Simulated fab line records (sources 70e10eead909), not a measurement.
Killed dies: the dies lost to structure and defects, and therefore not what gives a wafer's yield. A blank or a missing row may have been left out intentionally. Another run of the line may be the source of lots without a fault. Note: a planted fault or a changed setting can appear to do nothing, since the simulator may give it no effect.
fab line records	flow nand_harc
record: lots: 7	wafers: 21	last_day: 33
route steps=1302 shown A_M0@1146
lots untouched by any fault: they come from a run of this same line in which no faults occurred
start_h: start of the lot's first displayed wafer, in hours after the record's first day	wait_h: time in hours since the lot's previous step	" repeats the value in the row above	L1.1+2: a row that stands for several wafers	- no value present, or no start provided	* or withheld: withheld	< > ~ a bound
route shown NAME@n: a module of which the file shows steps, and the number in the route of the first	usual: mean and standard deviation over wafers with no fault	same: alike in all rows	chamber/n: place in a boat	sites: each site's reading	_std_site: standard deviation of those values	_edge_site: outer sites' mean less inner sites'	radius_mm: for every site, how far away it sits from the centre of the wafer	mask NAME#n: copy n	behind: the last tool/chamber to shape the wafer	hold: the reason the lot was held/the length of the hold in hours/how it ended	device: names the non-switching transistor (n, p or np)	end of line: the tests these same wafers got at the end of their route	step lacking rows: just its recipe	killed: not the wafer's yield, but the dies lost to structure and defects at the first sort	map: a wafer's dies, x killed, . not, _ none there
set.NAME: the setting as run; set.NAME@STEP: as run at that earlier step	model.NAME: the simulator's own value behind a step, which no gauge read
lots seen at some steps along the route; tables by step, rows by wafer
services: the hour from which a tool's chamber was out of use, counted from the record's first day as start_h (under 0 if before that day), plus the number of hours and why
== steps ==
step: NHARC_A_M0_DEVELOP_08
recipe: develop_time_s: 35	dev_temp_c: 23
step: NHARC_A_M0_CD_MEAS_09
recipe: target_cd_nm: 80	landing_energy_ev: 500
usual: cd_nm: 79.9/0.75
lot.wafer	tool	chamber	start_h	wait_h	cd_nm
L582.2	cd_sem-02	0	588.32	-	81.5
L582.5	"	0	"	"	80.7
L582.6	"	0	"	"	81.2
L585.2	cd_sem-03	0	600.55	-	80.8
L585.3	"	0	"	"	79.2
L585.6	"	0	"	"	80.5
L587.1	cd_sem-01	0	634.24	-	79.1
L587.3	"	0	"	"	79.9
L587.6	"	0	"	"	79.3
L595.1	cd_sem-03	0	716.92	-	79.3
L595.3	"	0	"	"	79.9
L595.4	"	0	"	"	79.8
L596.2	cd_sem-02	0	724.31	-	79.7
L596.3	"	0	"	"	78.4
L596.4	"	0	"	"	79.5
L598.4	cd_sem-03	0	732.83	-	79.6
L598.5	"	0	"	"	80.1
L598.6	"	0	"	"	79.5
L597.2	cd_sem-03	0	733.34	-	79.0
L597.4	"	0	"	"	79.9
L597.5	"	0	"	"	80.3
step: NHARC_A_M0_OVL_MEAS_10
recipe: pitch_nm: 160
usual: overlay_x_nm: 0.2/0.65	overlay_y_nm: 0.1/0.76
lot.wafer	tool	chamber	start_h	wait_h	overlay_x_nm	overlay_y_nm
L582.2	overlay-01	-	588.41	-	-1.2	0.9
L582.5	"	-	"	"	-1.4	0.6
L582.6	"	-	"	"	-0.5	0.9
L585.2	overlay-01	-	600.64	-	1.4	-0.3
L585.3	"	-	"	"	1.3	-0.3
L585.6	"	-	"	"	1.1	-0.6
L587.1	overlay-02	-	634.33	-	0.4	0.0
L587.3	"	-	"	"	-0.3	0.3
L587.6	"	-	"	"	0.4	0.3
L595.1	overlay-02	-	717.01	-	-0.8	-1.4
L595.3	"	-	"	"	0.4	-0.8
L595.4	"	-	"	"	-0.2	-0.6
L596.2	overlay-01	-	724.39	-	0.4	-0.9
L596.3	"	-	"	"	0.4	-0.5
L596.4	"	-	"	"	-0.2	-0.5
L598.4	overlay-01	-	732.91	-	-0.4	1.1
L598.5	"	-	"	"	-0.2	0.4
L598.6	"	-	"	"	-0.2	1.6
L597.2	overlay-02	-	733.43	-	1.4	-0.3
L597.4	"	-	"	"	1.1	-0.8
L597.5	"	-	"	"	1.5	-0.8
step: NHARC_A_M0_INSPECT_11
usual: raw_defect_count: 90/33
lot.wafer	tool	chamber	start_h	wait_h	raw_defect_count
L582.2	defect_inspect-02	-	588.44	0.0	30
L582.5	"	-	"	"	38
L582.6	"	-	"	"	28
L585.2	defect_inspect-01	-	600.68	0.0	107
L585.3	"	-	"	"	82
L585.6	"	-	"	"	86
L587.1	defect_inspect-02	-	634.37	0.0	111
L587.3	"	-	"	"	121
L587.6	"	-	"	"	132
L595.1	defect_inspect-01	-	717.05	0.0	119
L595.3	"	-	"	"	99
L595.4	"	-	"	"	138
L596.2	defect_inspect-01	-	724.43	0.0	108
L596.3	"	-	"	"	114
L596.4	"	-	"	"	109
L598.4	defect_inspect-01	-	732.95	0.0	77
L598.5	"	-	"	"	68
L598.6	"	-	"	"	68
L597.2	defect_inspect-02	-	733.46	0.0	80
L597.4	"	-	"	"	93
L597.5	"	-	"	"	94
step: NHARC_A_M0_DESCUM_14
recipe: time_s: 3	o2_flow_sccm: 200	ar_flow_sccm: 0	bias_power_w: 0	chemistry: O2
usual: drypump_motor_current_A: 5.8/0.33	oes_product_au: 1.002/0.01	rf_vpp_V: 57.7/0.85	showerhead_plenum_p_Torr: 1.90/0.067	throttle_valve_pct: 11.310/0.01
same: time_s: 3
lot.wafer	tool	chamber	start_h	wait_h	drypump_motor_current_A	oes_product_au	rf_hours_counter_h	rf_vpp_V	showerhead_plenum_p_Torr	throttle_valve_pct
L582.2	rie_diel-02	2	588.50	0.1	5.2	1.006	1	57.6	1.90	11.312
L582.6	"	2	"	"	5.2	1.011	-	57.6	1.90	11.325
L582.5	"	3	"	"	6.1	1.011	-	56.1	1.79	11.309
L585.2	rie_diel-09	0	600.74	0.1	5.9	1.015	7	58.9	2.02	11.324
L585.3	"	1	"	"	6.0	1.002	8	57.0	1.80	11.312
L585.6	"	1	"	"	6.0	1.008	-	57.3	1.80	11.306
L587.3	rie_diel-09	3	634.45	0.1	5.5	0.997	11	58.3	1.93	11.329
L587.1	"	0	"	"	6.0	1.012	8	58.6	2.02	11.317
L587.6	"	2	"	"	6.3	0.986	-	57.2	1.95	11.314
L595.1	rie_diel-02	1	717.12	0.1	5.8	1.004	8	57.7	1.93	11.300
L595.4	"	2	"	"	5.2	1.014	8	56.2	1.89	11.308
L595.3	"	3	"	"	6.1	0.999	7	56.5	1.79	11.322
L596.4	rie_diel-02	3	724.50	0.1	6.1	1.007	7	56.8	1.79	11.339
L596.3	"	0	"	"	6.1	1.002	7	58.7	1.88	11.305
L596.2	"	1	"	"	5.8	1.003	8	57.1	1.93	11.300
L598.4	rie_diel-02	0	733.02	0.1	6.1	0.991	7	57.4	1.88	11.309
L598.5	"	3	"	"	6.1	1.007	-	57.3	1.79	11.293
L598.6	"	0	"	"	6.1	0.990	-	57.6	1.88	11.303
L597.2	rie_diel-02	2	733.53	0.1	5.2	1.014	8	58.5	1.89	11.295
L597.4	"	0	"	"	6.1	0.997	7	57.6	1.88	11.301
L597.5	"	3	"	"	6.1	1.002	-	56.8	1.79	11.314
step: NHARC_A_M0_ETCH_34
recipe: target_depth_a: 400	overetch_a: 120	time_s: 43.94	ion_energy_ev: 200	n2_flow_sccm: 150	h2_flow_sccm: 150	ar_flow_sccm: 0	rf_w: 400	bias_w: 150	chemistry: N2/H2
usual: drypump_motor_current_A: 5.9/0.34	oes_product_au: 1.002/0.011	rf_vpp_V: 430.1/2.2	showerhead_plenum_p_Torr: 2.03/0.072	throttle_valve_pct: 14.170/0.0087
same: time_s: 43.94
lot.wafer	tool	chamber	start_h	wait_h	drypump_motor_current_A	oes_product_au	rf_hours_counter_h	rf_vpp_V	showerhead_plenum_p_Torr	throttle_valve_pct
L582.2	rie_diel-02	2	588.59	0.1	5.2	1.020	1	430.7	2.02	14.165
L582.6	"	2	"	"	5.2	1.003	-	429.4	2.02	14.177
L582.5	"	3	"	"	6.1	0.993	-	425.9	1.91	14.168
L585.3	rie_diel-09	1	600.83	0.1	6.1	0.994	8	426.7	1.92	14.164
L585.2	"	2	"	"	6.3	0.975	9	430.9	2.08	14.176
L585.6	"	0	"	"	6.0	1.012	-	434.4	2.15	14.170
L587.1	rie_diel-09	2	634.53	0.1	6.3	0.993	10	432.1	2.08	14.177
L587.3	"	3	"	"	5.5	1.009	11	430.8	2.06	14.184
L587.6	"	1	"	"	6.1	1.008	-	427.0	1.92	14.175
L595.1	rie_diel-02	3	717.19	0.1	6.1	1.006	7	426.5	1.91	14.152
L595.3	"	0	"	"	6.1	1.001	7	428.7	2.01	14.179
L595.4	"	1	"	"	5.8	0.991	8	432.5	2.06	14.183
L596.2	rie_diel-02	2	724.58	0.1	5.2	1.000	8	431.3	2.02	14.180
L596.4	"	3	"	"	6.1	1.008	7	426.9	1.91	14.173
L596.3	"	0	"	"	6.1	1.007	7	428.9	2.01	14.181
L598.4	rie_diel-02	2	733.10	0.1	5.2	1.009	8	429.3	2.02	14.169
L598.6	"	2	"	"	5.2	1.000	-	430.2	2.02	14.175
L598.5	"	3	"	"	6.1	0.995	-	425.6	1.91	14.167
L597.2	rie_diel-02	0	733.61	0.1	6.1	1.004	7	429.5	2.01	14.169
L597.4	"	2	"	"	5.2	1.016	8	430.1	2.02	14.170
L597.5	"	1	"	"	5.8	1.000	-	430.9	2.06	14.178
step: NHARC_A_M0_ETCH_15
recipe: target_depth_a: 1500	overetch_a: 150	time_s: 82.5	c4f8_flow_sccm: withheld	ar_flow_sccm: 400	rf_w: 600	bias_w: 300	chemistry: C4F8/Ar
usual: oes_product_au: 0.950/0.023	rf_vpp_V: 440.3/2.4
same: time_s: 82.5
lot.wafer	tool	chamber	start_h	wait_h	oes_product_au	rf_hours_counter_h	rf_vpp_V
L582.2	rie_diel-02	3	-	-	0.965	1	437.4
L582.6	"	0	"	"	0.968	-	439.5
L582.5	"	1	"	"	0.978	-	440.7
L585.2	rie_diel-09	0	-	-	0.938	7	444.5
L585.3	"	2	"	"	0.925	9	442.8
L585.6	"	1	"	"	0.930	-	437.7
L587.3	rie_diel-09	2	-	-	0.905	10	443.6
L587.1	"	0	"	"	0.926	8	443.4
L587.6	"	3	"	"	0.934	-	441.6
L595.1	rie_diel-02	0	-	-	0.958	7	440.3
L595.3	"	1	"	"	0.964	8	441.4
L595.4	"	2	"	"	0.975	8	439.6
L596.3	rie_diel-02	1	-	-	0.921	8	442.6
L596.4	"	2	"	"	0.938	8	439.6
L596.2	"	3	"	"	0.957	7	435.2
L598.4	rie_diel-02	1	-	-	0.972	8	441.9
L598.5	"	3	"	"	0.964	-	435.4
L598.6	"	0	"	"	0.962	-	439.4
L597.2	rie_diel-02	0	-	-	0.921	7	439.3
L597.4	"	2	"	"	0.938	8	439.0
L597.5	"	0	"	"	0.937	-	439.2
step: NHARC_A_M0_CD_MEAS_16
usual: cd_nm: 79.9/1
lot.wafer	tool	chamber	start_h	wait_h	cd_nm
L582.2	cd_sem-03	-	588.81	-	81.0
L582.5	"	-	"	"	80.8
L582.6	"	-	"	"	80.2
L585.2	cd_sem-03	-	601.04	-	81.3
L585.3	"	-	"	"	79.2
L585.6	"	-	"	"	80.6
L587.1	cd_sem-01	-	634.73	-	80.3
L587.3	"	-	"	"	79.7
L587.6	"	-	"	"	79.3
L595.1	cd_sem-03	-	717.41	-	78.6
L595.3	"	-	"	"	80.1
L595.4	"	-	"	"	80.9
L596.2	cd_sem-01	-	724.79	-	78.4
L596.3	"	-	"	"	77.2
L596.4	"	-	"	"	80.3
L598.4	cd_sem-02	-	733.32	-	77.9
L598.5	"	-	"	"	80.9
L598.6	"	-	"	"	78.8
L597.2	cd_sem-03	-	733.83	-	79.1
L597.4	"	-	"	"	79.1
L597.5	"	-	"	"	81.2
step: NHARC_A_M0_STRIP_18
recipe: power_w: 1000	n2_flow_sccm: 150	h2_flow_sccm: 150	ar_flow_sccm: 0	bias_w: 0	chemistry: N2/H2
usual: drypump_motor_current_A: 5.8/0.34	oes_product_au: 1.001/0.01	power_w: 999.9/2.9	rf_vpp_V: 90.7/0.84	showerhead_plenum_p_Torr: 2.04/0.059	throttle_valve_pct: 14.171/0.0077
lot.wafer	tool	chamber	start_h	wait_h	drypump_motor_current_A	oes_product_au	power_w	rf_hours_counter_h	rf_vpp_V	showerhead_plenum_p_Torr	throttle_valve_pct
L582.2	rie_diel-10	0	588.88	0.1	6.2	0.986	999.9	6.7	91.0	2.11	14.156
L582.6	"	0	"	"	6.2	0.969	1000.1	-	89.9	2.11	14.180
L582.5	"	1	"	"	5.6	0.996	999.6	-	90.1	2.03	14.177
L585.3	rie_diel-02	0	601.16	0.1	6.1	1.009	999.9	1.5	89.8	2.01	14.168
L585.2	"	1	"	"	5.8	1.010	998.5	1.3	91.0	2.06	14.171
L585.6	"	2	"	"	5.2	1.008	999.7	-	90.8	2.02	14.155
L587.3	rie_diel-02	0	634.80	0.1	6.1	0.995	1000.7	2.4	89.7	2.01	14.183
L587.1	"	1	"	"	5.8	0.999	1000.9	3.0	89.8	2.06	14.169
L587.6	"	0	"	"	6.1	0.989	999.5	-	91.6	2.01	14.167
L595.3	rie_diel-10	0	717.51	0.1	6.2	0.985	1000.3	5.6	90.7	2.11	14.167
L595.4	"	1	"	"	5.6	0.994	998.9	5.4	91.2	2.03	14.168
L595.1	"	2	"	"	5.8	0.997	1005.7	5.6	89.2	2.01	14.166
L596.2	rie_diel-09	1	724.87	0.1	6.1	0.991	997.8	3.7	90.3	1.91	14.166
L596.4	"	2	"	"	6.3	1.005	1002.7	3.5	91.1	2.08	14.164
L596.3	"	0	"	"	5.9	0.996	996.6	3.6	92.4	2.15	14.173
L598.4	rie_diel-10	3	733.49	0.2	5.3	1.014	1000.0	-	91.3	2.06	14.158
L598.5	"	0	"	"	6.1	1.005	1001.7	-	90.8	2.11	14.158
L598.6	"	1	"	"	5.6	1.005	1003.8	-	91.8	2.03	14.192
L597.4	rie_diel-02	0	733.90	0.1	6.1	1.009	997.7	7.4	91.0	2.01	14.174
L597.2	"	2	"	"	5.2	1.014	996.4	8.2	91.5	2.02	14.172
L597.5	"	1	"	"	5.8	0.999	998.0	-	90.3	2.06	14.172
step: NHARC_A_M0_STRIP_19
recipe: time_s: 600	temp_c: 30	chemistry: post_etch_residue_remover
step: NHARC_A_M0_DEGAS_28
recipe: temp_c: 250	time_s: 60
step: NHARC_A_M0_PRE_CLEAN_29
recipe: time_s: 30	temp_c: 280	gas: H2/He
step: NHARC_A_M0_PVD_20
recipe: target_thk_a: 50	bias_v: 168.6	power_w: 15000	chamber_pressure_pa: 0.12	time_s: 8.06	substrate_temp_c: 50	material: TaN
usual: bias_v: 168.9/1.8	cathode_dc_power_W: 15000/3	throttle_valve_pct: 29.7/0.9	time_s: 8.06/0
lot.wafer	tool	chamber	start_h	wait_h	bias_v	cathode_dc_power_W	throttle_valve_pct	time_s
L582.2	pvd_sputter-03	-	589.57	-	169.1	15000	28.8	8.06
L582.6	"	-	"	"	166.7	15003	29.7	8.06
L582.5	"	-	"	"	170.0	14996	30.7	8.06
L585.3	pvd_sputter-03	-	601.80	-	169.3	15003	30.1	8.06
L585.2	"	-	"	"	167.8	14992	30.4	8.06
L585.6	"	-	"	"	170.2	15002	28.2	8.06
L587.3	pvd_sputter-02	-	635.54	-	169.9	14998	29.5	8.06
L587.1	"	-	"	"	167.6	15003	29.6	8.06
L587.6	"	-	"	"	172.9	15003	29.7	8.06
L595.3	pvd_sputter-03	-	718.14	-	-	-	-	-
L595.4	"	-	"	"	-	-	-	-
L595.1	"	-	"	"	-	-	-	-
L596.2	pvd_sputter-03	-	725.57	-	-	-	-	-
L596.4	"	-	"	"	-	-	-	-
L596.3	"	-	"	"	-	-	-	-
L598.4	pvd_sputter-03	-	734.13	-	-	-	-	-
L598.5	"	-	"	"	-	-	-	-
L598.6	"	-	"	"	-	-	-	-
L597.2	pvd_sputter-01	-	734.59	-	167.6	14997	29.3	8.06
L597.4	"	-	"	"	165.7	14994	29.9	8.06
L597.5	"	-	"	"	169.0	15004	30.8	8.06
step: NHARC_A_M0_PVD_21
recipe: target_thk_a: 300	chamber_pressure_pa: 5	power_w: 5000	substrate_temp_c: 30	time_s: 20.49	material: Cu
usual: cathode_dc_power_W: 5000.0/0.91	chamber_pressure_pa: 4.999/0.0096	throttle_valve_pct: 29.6/0.92
same: time_s: 20.49
lot.wafer	tool	chamber	start_h	wait_h	cathode_dc_power_W	chamber_pressure_pa	throttle_valve_pct
L582.2	pvd_sputter-03	-	-	-	5000.6	4.996	30.0
L582.5	"	-	"	"	4998.8	5.013	28.1
L582.6	"	-	"	"	4999.8	5.010	28.6
L585.2	pvd_sputter-03	-	-	-	4999.2	5.007	29.9
L585.3	"	-	"	"	4999.0	4.987	28.3
L585.6	"	-	"	"	5001.1	5.018	28.4
L587.3	pvd_sputter-02	-	-	-	4999.9	4.993	30.0
L587.1	"	-	"	"	4999.5	5.009	29.9
L587.6	"	-	"	"	5000.1	4.991	30.1
L595.3	pvd_sputter-03	-	-	-	4999.0	4.994	28.9
L595.1	"	-	"	"	5000.7	5.006	29.2
L595.4	"	-	"	"	4999.5	5.003	28.2
L596.3	pvd_sputter-03	-	-	-	5002.7	4.999	28.9
L596.4	"	-	"	"	4998.6	4.998	29.5
L596.2	"	-	"	"	4999.6	5.005	31.3
L598.4	pvd_sputter-03	-	-	-	5000.2	4.988	29.2
L598.6	"	-	"	"	4998.6	5.007	28.7
L598.5	"	-	"	"	4999.5	5.005	29.4
L597.4	pvd_sputter-01	-	-	-	5001.9	5.002	29.3
L597.2	"	-	"	"	5000.4	4.996	30.0
L597.5	"	-	"	"	5001.4	4.995	30.4
== services ==
tool	chamber	start_h	hours	kind
rie_diel-02	-	570.70	9.0	pm
rie_diel-02	0	570.70	9.0	vent_cycle
rie_diel-02	1	570.70	9.0	vent_cycle
rie_diel-02	2	570.70	9.0	vent_cycle
rie_diel-02	3	570.70	9.0	vent_cycle
rie_diel-02	0	579.70	-	clean
pvd_sputter-01	-	582.69	10.0	pm
rie_diel-02	-	586.51	1.9	repair
pvd_sputter-02	-	589.95	0.8	repair
rie_diel-10	-	596.50	9.0	pm
rie_diel-09	2	615.29	6.3	repair
rie_diel-02	0	616.43	16.0	repair
rie_diel-02	1	626.41	2.0	repair
rie_diel-02	3	628.43	9.5	repair
pvd_sputter-02	-	638.45	10.0	pm
rie_diel-09	0	642.59	2.4	repair
rie_diel-09	0	645.23	2.1	repair
rie_diel-02	2	669.11	2.5	repair
rie_diel-09	-	674.44	9.0	pm
rie_diel-02	2	677.64	2.0	repair
rie_diel-02	-	700.29	0.9	repair
pvd_sputter-03	-	704.33	10.0	pm
pvd_sputter-03	-	716.58	1.0	repair
rie_diel-10	2	726.55	14.0	repair
== key ==
first_sign: step: NHARC_A_M0_PVD_20	reading: tool_record	direction: missing
effect none on later readings
met_at NHARC_A_M0_PVD_20
struck_wafers L595.1,L595.3,L595.4,L596.2,L596.3,L596.4,L598.4,L598.5,L598.6
later_rows_left_out L595.1,L595.3,L595.4,L596.2,L596.3,L596.4,L598.4,L598.5,L598.6
sort_left_out L595.1,L595.3,L595.4,L596.2,L596.3,L596.4,L598.4,L598.5,L598.6
onset_between 601.80 718.14
fault: kind: skipped_step_whole	tool: pvd_sputter-03	chamber: -	onset_h: 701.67	steps: NHARC_A_M0_PVD_20	scope: struck_lots_only
sort_left_out: the simulated sort isn't trusted on such a fault, so these wafers' sort isn't shown, and their yield isn't known
later_rows_left_out: the simulator's readings of these wafers behind a module that went badly wrong aren't trusted and aren't shown, but for the sort
